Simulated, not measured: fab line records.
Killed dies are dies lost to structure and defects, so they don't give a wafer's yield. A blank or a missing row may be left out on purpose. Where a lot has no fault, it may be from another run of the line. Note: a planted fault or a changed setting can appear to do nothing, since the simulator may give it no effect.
What tool caused it? / flow nand harc / 24 lots with 72 wafers sampled at 5 steps, on a route of 1159 steps

## WHAT EACH GAUGE READ, for each wafer
NHARC_A_SIN_REMOVE_INSPECT_04.
lot=L074; measured=day 14 22:04; on=defect inspect-01; raw defect count=284 294 242
lot=L076; measured=day 15 07:52; on=defect inspect-01; raw defect count=296 217 251
lot=L075; measured=day 15 07:53; on=defect inspect-02; raw defect count=275 359 446
lot=L077; measured=day 15 19:44; on=defect inspect-01; raw defect count=194 243 195
lot=L078; measured=day 16 08:53; on=defect inspect-01; raw defect count=241 288 164
lot=L081; measured=day 16 08:54; on=defect inspect-02; raw defect count=309 355 346
lot=L079; measured=day 16 08:55; on=defect inspect-01; raw defect count=334 348 329
lot=L082; measured=day 17 09:38; on=defect inspect-01; raw defect count=406 268 221
lot=L084; measured=day 17 09:38; on=defect inspect-01; raw defect count=394 400 222
lot=L085; measured=day 17 12:37; on=defect inspect-01; raw defect count=252 368 332
lot=L083; measured=day 17 12:37; on=defect inspect-02; raw defect count=306 321 407
lot=L080; measured=day 17 12:38; on=defect inspect-01; raw defect count=472 350 361
lot=L087; measured=day 19 03:34; on=defect inspect-02; raw defect count=237 285 283
lot=L086; measured=day 19 03:35; on=defect inspect-01; raw defect count=275 293 283
lot=L088; measured=day 19 03:35; on=defect inspect-02; raw defect count=299 185 370
lot=L091; measured=day 19 03:37; on=defect inspect-02; raw defect count=273 301 346
lot=L089; measured=day 19 06:54; on=defect inspect-01; raw defect count=212 317 339
lot=L092; measured=day 19 14:44; on=defect inspect-02; raw defect count=233 230 244
lot=L090; measured=day 19 14:44; on=defect inspect-01; raw defect count=341 258 241
lot=L094; measured=day 20 11:19; on=defect inspect-01; raw defect count=242 319 205
lot=L096; measured=day 20 11:19; on=defect inspect-01; raw defect count=188 356 303
lot=L093; measured=day 20 11:20; on=defect inspect-01; raw defect count=211 295 299
lot=L097; measured=day 20 17:06; on=defect inspect-01; raw defect count=338 257 341
lot=L095; measured=day 20 17:07; on=defect inspect-02; raw defect count=231 245 239

NHARC_A_CONTACT_INSPECT_44.
lot=L074; measured=day 16 10:46; on=defect inspect-02; raw defect count=23 15 19
lot=L076; measured=day 17 04:32; on=defect inspect-01; raw defect count=14 16 22
lot=L075; measured=day 16 20:49; on=defect inspect-01; raw defect count=8 14 16
lot=L077; measured=day 17 08:23; on=defect inspect-01; raw defect count=28 34 27
lot=L078; measured=day 17 20:05; on=defect inspect-01; raw defect count=7 11 9
lot=L081; measured=day 17 16:41; on=defect inspect-01; raw defect count=13 11 11
lot=L079; measured=day 17 22:12; on=defect inspect-01; raw defect count=38 36 28
lot=L082; measured=day 18 22:28; on=defect inspect-01; raw defect count=33 24 19
lot=L084; measured=day 18 22:35; on=defect inspect-02; raw defect count=37 36 50
lot=L085; measured=day 19 11:20; on=defect inspect-01; raw defect count=23 24 19
lot=L083; measured=day 19 11:11; on=defect inspect-01; raw defect count=28 21 31
lot=L080; measured=day 19 05:50; on=defect inspect-02; raw defect count=18 30 26
lot=L087; measured=day 20 14:35; on=defect inspect-01; raw defect count=8 13 9
lot=L086; measured=day 20 16:17; on=defect inspect-02; raw defect count=22 15 25
lot=L088; measured=day 20 18:58; on=defect inspect-01; raw defect count=38 46 52
lot=L091; measured=day 20 12:15; on=defect inspect-01; raw defect count=46 59 38
lot=L089; measured=day 20 23:05; on=defect inspect-02; raw defect count=32 38 40
lot=L092; measured=day 21 13:52; on=defect inspect-02; raw defect count=8 14 10
lot=L090; measured=day 21 10:32; on=defect inspect-01; raw defect count=32 27 32
lot=L094; measured=day 21 20:42; on=defect inspect-02; raw defect count=40 36 38
lot=L096; measured=day 21 21:34; on=defect inspect-01; raw defect count=18 25 17
lot=L093; measured=day 22 02:30; on=defect inspect-02; raw defect count=31 30 36
lot=L097; measured=day 22 12:34; on=defect inspect-01; raw defect count=11 7 10
lot=L095; measured=day 22 11:43; on=defect inspect-01; raw defect count=21 12 17

NHARC_A_CONTACT_OVL_MEAS_70.
lot=L074; measured=day 16 20:37; on=overlay-01; overlay x nm (nm)=-0.4 -0.4 -0.2; overlay y nm (nm)=-0.7 -1.1 -0.7
lot=L076; measured=day 17 13:18; on=overlay-02; overlay x nm (nm)=0.0 0.5 -0.3; overlay y nm (nm)=0.3 0.6 0.3
lot=L075; measured=day 17 07:14; on=overlay-01; overlay x nm (nm)=0.8 0.9 0.6; overlay y nm (nm)=-1.2 -0.5 -0.6
lot=L077; measured=day 17 16:44; on=overlay-01; overlay x nm (nm)=-0.9 -0.7 -0.7; overlay y nm (nm)=-1.7 -2.2 -1.8
lot=L078; measured=day 18 03:21; on=overlay-01; overlay x nm (nm)=0.6 -0.1 0.1; overlay y nm (nm)=-0.8 -1.1 -0.8
lot=L081; measured=day 17 23:59; on=overlay-02; overlay x nm (nm)=0.3 -0.1 -0.2; overlay y nm (nm)=-0.9 -1.0 -1.4
lot=L079; measured=day 18 05:04; on=overlay-02; overlay x nm (nm)=-0.5 0.0 -0.1; overlay y nm (nm)=0.4 0.3 0.2
lot=L082; measured=day 19 05:25; on=overlay-02; overlay x nm (nm)=-0.1 0.0 0.2; overlay y nm (nm)=-0.5 -0.1 -0.5
lot=L084; measured=day 19 05:34; on=overlay-01; overlay x nm (nm)=-0.2 0.7 0.6; overlay y nm (nm)=-0.7 -0.4 -1.5
lot=L085; measured=day 19 19:00; on=overlay-02; overlay x nm (nm)=-1.0 -0.4 -1.0; overlay y nm (nm)=-0.2 -0.1 -0.5
lot=L083; measured=day 19 18:51; on=overlay-01; overlay x nm (nm)=-0.6 -0.3 -0.3; overlay y nm (nm)=-0.5 -0.1 -0.6
lot=L080; measured=day 19 12:53; on=overlay-01; overlay x nm (nm)=-0.1 -0.6 -0.2; overlay y nm (nm)=-0.7 -0.9 -1.2
lot=L087; measured=day 20 21:28; on=overlay-02; overlay x nm (nm)=-0.3 -0.1 -1.2; overlay y nm (nm)=0.5 0.3 0.7
lot=L086; measured=day 21 02:59; on=overlay-01; overlay x nm (nm)=0.3 0.7 -0.5; overlay y nm (nm)=0.1 0.4 0.3
lot=L088; measured=day 21 04:44; on=overlay-01; overlay x nm (nm)=0.9 1.0 1.1; overlay y nm (nm)=-2.2 -2.5 -2.6
lot=L091; measured=day 20 19:26; on=overlay-02; overlay x nm (nm)=1.0 0.5 0.6; overlay y nm (nm)=-0.7 -1.0 -0.8
lot=L089; measured=day 21 10:56; on=overlay-01; overlay x nm (nm)=0.1 0.1 -0.1; overlay y nm (nm)=-0.2 0.2 0.3
lot=L092; measured=day 21 21:22; on=overlay-01; overlay x nm (nm)=0.9 0.9 0.9; overlay y nm (nm)=-0.1 0.0 -0.2
lot=L090; measured=day 21 19:15; on=overlay-02; overlay x nm (nm)=-0.8 -0.3 -0.7; overlay y nm (nm)=-0.5 -1.6 -1.3
lot=L094; measured=day 22 04:36; on=overlay-01; overlay x nm (nm)=-0.8 -0.6 -0.4; overlay y nm (nm)=-1.1 -0.7 -1.5
lot=L096; measured=day 22 04:48; on=overlay-02; overlay x nm (nm)=-1.1 -0.5 -0.6; overlay y nm (nm)=-0.1 -0.8 -0.2
lot=L093; measured=day 22 09:28; on=overlay-01; overlay x nm (nm)=0.7 0.5 0.9; overlay y nm (nm)=0.9 0.7 0.4
lot=L097; measured=day 22 20:07; on=overlay-01; overlay x nm (nm)=1.5 1.5 0.7; overlay y nm (nm)=-0.3 -0.1 -0.6
lot=L095; measured=day 22 18:42; on=overlay-01; overlay x nm (nm)=-0.4 -0.2 -0.1; overlay y nm (nm)=-0.4 0.1 -0.3

## TOOL THAT RAN EACH LOT (tool first, then ch and the chambers of the sampled wafers, then the start)
lot=L074; NHARC_A_CONTACT_ETCH_123=har cap etch-01 ch 0,1, day 16 13:19; NHARC_A_CONTACT_STRIP_55=rie diel-03 ch 0,2,3, day 16 20:37 or earlier
lot=L076; NHARC_A_CONTACT_ETCH_123=har cap etch-03 ch 0,1, day 17 07:21; NHARC_A_CONTACT_STRIP_55=rie diel-06 ch 0,2,3, day 17 08:31
lot=L075; NHARC_A_CONTACT_ETCH_123=har cap etch-02 ch 0,1, day 16 23:31; NHARC_A_CONTACT_STRIP_55=rie diel-03 ch 2,3, day 17 07:14 or earlier
lot=L077; NHARC_A_CONTACT_ETCH_123=har cap etch-02 ch 0,1, day 17 11:05; NHARC_A_CONTACT_STRIP_55=rie diel-06 ch 0,2,3, day 17 16:44 or earlier
lot=L078; NHARC_A_CONTACT_ETCH_123=har cap etch-03 ch 0,1, day 17 23:03; NHARC_A_CONTACT_STRIP_55=rie diel-03 ch 1,2,3, day 18 03:21 or earlier
lot=L081; NHARC_A_CONTACT_ETCH_123=har cap etch-03 ch 0,1, day 17 19:15; NHARC_A_CONTACT_STRIP_55=rie diel-06 ch 0,2, day 17 23:59 or earlier
lot=L079; NHARC_A_CONTACT_ETCH_123=har cap etch-01 ch 0,1, day 18 00:46; NHARC_A_CONTACT_STRIP_55=rie diel-13 ch 1,3, day 18 05:04 or earlier
lot=L082; NHARC_A_CONTACT_ETCH_123=har cap etch-03 ch 0,1, day 19 01:03; NHARC_A_CONTACT_STRIP_55=rie diel-06 ch 1,2,3, day 19 05:25 or earlier
lot=L084; NHARC_A_CONTACT_ETCH_123=har cap etch-01 ch 0,1, day 19 01:07; NHARC_A_CONTACT_STRIP_55=rie diel-03 ch 0,3, day 19 05:34 or earlier
lot=L085; NHARC_A_CONTACT_ETCH_123=har cap etch-03 ch 0,1, day 19 14:22; NHARC_A_CONTACT_STRIP_55=rie diel-06 ch 2,3, day 19 19:00 or earlier
lot=L083; NHARC_A_CONTACT_ETCH_123=har cap etch-02 ch 0,1, day 19 13:56; NHARC_A_CONTACT_STRIP_55=rie diel-06 ch 0,2,3, day 19 18:51 or earlier
lot=L080; NHARC_A_CONTACT_ETCH_123=har cap etch-01 ch 0,1, day 19 08:25; NHARC_A_CONTACT_STRIP_55=rie diel-06 ch 0,1,2, day 19 12:53 or earlier
lot=L087; NHARC_A_CONTACT_ETCH_123=har cap etch-01 ch 0,1, day 20 17:12; NHARC_A_CONTACT_STRIP_55=rie diel-06 ch 0,2,3, day 20 21:28 or earlier
lot=L086; NHARC_A_CONTACT_ETCH_123=har cap etch-03 ch 0,1, day 20 18:50; NHARC_A_CONTACT_STRIP_55=rie diel-03 ch 0,1,3, day 21 02:59 or earlier
lot=L088; NHARC_A_CONTACT_ETCH_123=har cap etch-02 ch 0,1, day 20 21:34; NHARC_A_CONTACT_STRIP_55=rie diel-06 ch 0,2,3, day 21 04:44 or earlier
lot=L091; NHARC_A_CONTACT_ETCH_123=har cap etch-02 ch 0,1, day 20 15:01; NHARC_A_CONTACT_STRIP_55=rie diel-06 ch 1,2, day 20 19:26 or earlier
lot=L089; NHARC_A_CONTACT_ETCH_123=har cap etch-02 ch 1, day 21 01:37; NHARC_A_CONTACT_STRIP_55=rie diel-06 ch 1,2,3, day 21 10:56 or earlier
lot=L092; NHARC_A_CONTACT_ETCH_123=har cap etch-02 ch 0, day 21 16:25; NHARC_A_CONTACT_STRIP_55=rie diel-06 ch 1,3, day 21 21:22 or earlier
lot=L090; NHARC_A_CONTACT_ETCH_123=har cap etch-03 ch 0,1, day 21 13:29; NHARC_A_CONTACT_STRIP_55=rie diel-13 ch 0,1,3, day 21 19:15 or earlier
lot=L094; NHARC_A_CONTACT_ETCH_123=har cap etch-03 ch 0,1, day 21 23:59; NHARC_A_CONTACT_STRIP_55=rie diel-03 ch 0,2, day 22 04:36 or earlier
lot=L096; NHARC_A_CONTACT_ETCH_123=har cap etch-01 ch 0,1, day 22 00:10; NHARC_A_CONTACT_STRIP_55=rie diel-03 ch 0,1,3, day 22 04:48 or earlier
lot=L093; NHARC_A_CONTACT_ETCH_123=har cap etch-01 ch 0,1, day 22 05:02; NHARC_A_CONTACT_STRIP_55=rie diel-13 ch 0,2,3, day 22 09:28 or earlier
lot=L097; NHARC_A_CONTACT_ETCH_123=har cap etch-03 ch 0,1, day 22 15:40; NHARC_A_CONTACT_STRIP_55=rie diel-06 ch 1,3, day 22 20:07 or earlier
lot=L095; NHARC_A_CONTACT_ETCH_123=har cap etch-01 ch 0,1, day 22 14:17; NHARC_A_CONTACT_STRIP_55=rie diel-13 ch 0,1,3, day 22 18:42 or earlier
- NHARC_A_CONTACT_ETCH_123: etches the open film in C4F8/O2/Ar, time 253 s, target depth 1090 nm.
- NHARC_A_CONTACT_STRIP_55: strips in O2.

## AS READ BY THE TOOLS THEMSELVES (means over the sampled wafers that have a number; for cases with no such wafer, the mark the record gives instead)
NHARC_A_CONTACT_ETCH_123.
lot=L074; tool=har cap etch-01; oes air line au (a.u.)=1.002
lot=L076; tool=har cap etch-03; oes air line au (a.u.)=0.976
lot=L075; tool=har cap etch-02; oes air line au (a.u.)=0.992
lot=L077; tool=har cap etch-02; oes air line au (a.u.)=1.017
lot=L078; tool=har cap etch-03; oes air line au (a.u.)=0.998
lot=L081; tool=har cap etch-03; oes air line au (a.u.)=1.000
lot=L079; tool=har cap etch-01; oes air line au (a.u.)=1.006
lot=L082; tool=har cap etch-03; oes air line au (a.u.)=0.990
lot=L084; tool=har cap etch-01; oes air line au (a.u.)=0.970
lot=L085; tool=har cap etch-03; oes air line au (a.u.)=0.983
lot=L083; tool=har cap etch-02; oes air line au (a.u.)=0.994
lot=L080; tool=har cap etch-01; oes air line au (a.u.)=1.026
lot=L087; tool=har cap etch-01; oes air line au (a.u.)=0.994
lot=L086; tool=har cap etch-03; oes air line au (a.u.)=0.997
lot=L088; tool=har cap etch-02; oes air line au (a.u.)=0.987
lot=L091; tool=har cap etch-02; oes air line au (a.u.)=0.979
lot=L089; tool=har cap etch-02; oes air line au (a.u.)=1.014
lot=L092; tool=har cap etch-02; oes air line au (a.u.)=0.974
lot=L090; tool=har cap etch-03; oes air line au (a.u.)=1.012
lot=L094; tool=har cap etch-03; oes air line au (a.u.)=0.983
lot=L096; tool=har cap etch-01; oes air line au (a.u.)=1.000
lot=L093; tool=har cap etch-01; oes air line au (a.u.)=1.029
lot=L097; tool=har cap etch-03; oes air line au (a.u.)=0.980
lot=L095; tool=har cap etch-01; oes air line au (a.u.)=0.996

NHARC_A_CONTACT_STRIP_55.
lot=L074; tool=rie diel-03; drypump motor current A (A)=6.1; oes product au (a.u.)=0.992; rf vpp V (V)=56.8; showerhead plenum p Torr (Torr)=3.44; throttle valve pct (%)=17.032
lot=L076; tool=rie diel-06; drypump motor current A (A)=5.7; oes product au (a.u.)=0.997; rf vpp V (V)=58.4; showerhead plenum p Torr (Torr)=3.45; throttle valve pct (%)=17.031
lot=L075; tool=rie diel-03; drypump motor current A (A)=6.1; oes product au (a.u.)=0.996; rf vpp V (V)=58.7; showerhead plenum p Torr (Torr)=3.52; throttle valve pct (%)=17.034
lot=L077; tool=rie diel-06; drypump motor current A (A)=5.7; oes product au (a.u.)=0.999; rf vpp V (V)=57.9; showerhead plenum p Torr (Torr)=3.45; throttle valve pct (%)=17.036
lot=L078; tool=rie diel-03; drypump motor current A (A)=6.2; oes product au (a.u.)=0.996; rf vpp V (V)=58.5; showerhead plenum p Torr (Torr)=3.62; throttle valve pct (%)=17.029
lot=L081; tool=rie diel-06; drypump motor current A (A)=5.5; oes product au (a.u.)=0.996; rf vpp V (V)=57.5; showerhead plenum p Torr (Torr)=3.48; throttle valve pct (%)=17.031
lot=L079; tool=rie diel-13; drypump motor current A (A)=6.0; oes product au (a.u.)=1.021; rf vpp V (V)=57.9; showerhead plenum p Torr (Torr)=3.30; throttle valve pct (%)=17.038
lot=L082; tool=rie diel-06; drypump motor current A (A)=5.9; oes product au (a.u.)=0.985; rf vpp V (V)=57.9; showerhead plenum p Torr (Torr)=3.67; throttle valve pct (%)=17.048
lot=L084; tool=rie diel-03; drypump motor current A (A)=6.2; oes product au (a.u.)=0.998; rf vpp V (V)=57.2; showerhead plenum p Torr (Torr)=3.56; throttle valve pct (%)=17.033
lot=L085; tool=rie diel-06; drypump motor current A (A)=5.8; oes product au (a.u.)=0.993; rf vpp V (V)=59.2; showerhead plenum p Torr (Torr)=3.73; throttle valve pct (%)=17.032
lot=L083; tool=rie diel-06; drypump motor current A (A)=5.7; oes product au (a.u.)=0.999; rf vpp V (V)=58.2; showerhead plenum p Torr (Torr)=3.62; throttle valve pct (%)=17.039
lot=L080; tool=rie diel-06; drypump motor current A (A)=5.6; oes product au (a.u.)=0.998; rf vpp V (V)=56.8; showerhead plenum p Torr (Torr)=3.52; throttle valve pct (%)=17.040
lot=L087; tool=rie diel-06; drypump motor current A (A)=5.7; oes product au (a.u.)=0.987; rf vpp V (V)=59.0; showerhead plenum p Torr (Torr)=3.62; throttle valve pct (%)=17.029
lot=L086; tool=rie diel-03; drypump motor current A (A)=6.2; oes product au (a.u.)=0.986; rf vpp V (V)=57.3; showerhead plenum p Torr (Torr)=3.46; throttle valve pct (%)=17.035
lot=L088; tool=rie diel-06; drypump motor current A (A)=5.7; oes product au (a.u.)=0.989; rf vpp V (V)=57.1; showerhead plenum p Torr (Torr)=3.62; throttle valve pct (%)=17.037
lot=L091; tool=rie diel-06; drypump motor current A (A)=5.7; oes product au (a.u.)=1.002; rf vpp V (V)=58.7; showerhead plenum p Torr (Torr)=3.57; throttle valve pct (%)=17.044
lot=L089; tool=rie diel-06; drypump motor current A (A)=5.8; oes product au (a.u.)=0.991; rf vpp V (V)=58.1; showerhead plenum p Torr (Torr)=3.66; throttle valve pct (%)=17.029
lot=L092; tool=rie diel-06; drypump motor current A (A)=5.9; oes product au (a.u.)=0.990; rf vpp V (V)=57.9; showerhead plenum p Torr (Torr)=3.70; throttle valve pct (%)=17.036
lot=L090; tool=rie diel-13; drypump motor current A (A)=5.9; oes product au (a.u.)=1.002; rf vpp V (V)=58.0; showerhead plenum p Torr (Torr)=3.54; throttle valve pct (%)=17.035
lot=L094; tool=rie diel-03; drypump motor current A (A)=6.0; oes product au (a.u.)=1.000; rf vpp V (V)=58.0; showerhead plenum p Torr (Torr)=3.51; throttle valve pct (%)=17.045
lot=L096; tool=rie diel-03; drypump motor current A (A)=6.2; oes product au (a.u.)=0.986; rf vpp V (V)=57.6; showerhead plenum p Torr (Torr)=3.46; throttle valve pct (%)=17.044
lot=L093; tool=rie diel-13; drypump motor current A (A)=5.7; oes product au (a.u.)=0.988; rf vpp V (V)=57.6; showerhead plenum p Torr (Torr)=3.67; throttle valve pct (%)=17.036
lot=L097; tool=rie diel-06; drypump motor current A (A)=6.0; oes product au (a.u.)=0.998; rf vpp V (V)=58.6; showerhead plenum p Torr (Torr)=3.70; throttle valve pct (%)=17.032
lot=L095; tool=rie diel-13; drypump motor current A (A)=5.9; oes product au (a.u.)=1.007; rf vpp V (V)=57.6; showerhead plenum p Torr (Torr)=3.53; throttle valve pct (%)=17.041

## THE ANSWER, worked out from the rows above alone
Rule: what is usual is taken from the lots themselves. The widest of any qualifying gaps counts: lots, ordered by their means at a reading, are off when they make up no more than a third of the lots, leave a main group of 4 or more, and stand apart from it by 3 or more times the standard deviation of that group's means. If all means in a main group match to the digits the tables above print for the reading, that group is not used. A lot without any number at a reading at which 4 lots or more have one is off too. All remaining lots with rows at the step are treated as sound. First the gauges in route order, then the tools' own readings, where a lot's mean is used as printed above. The first step at which some lot is off is used, and at that step the reading that is off furthest; a lot without a number counts as furthest.
Across all readings shown, no lot is off: no conclusion can be drawn from this.

## WHAT THE SIMULATOR HAD PUT IN
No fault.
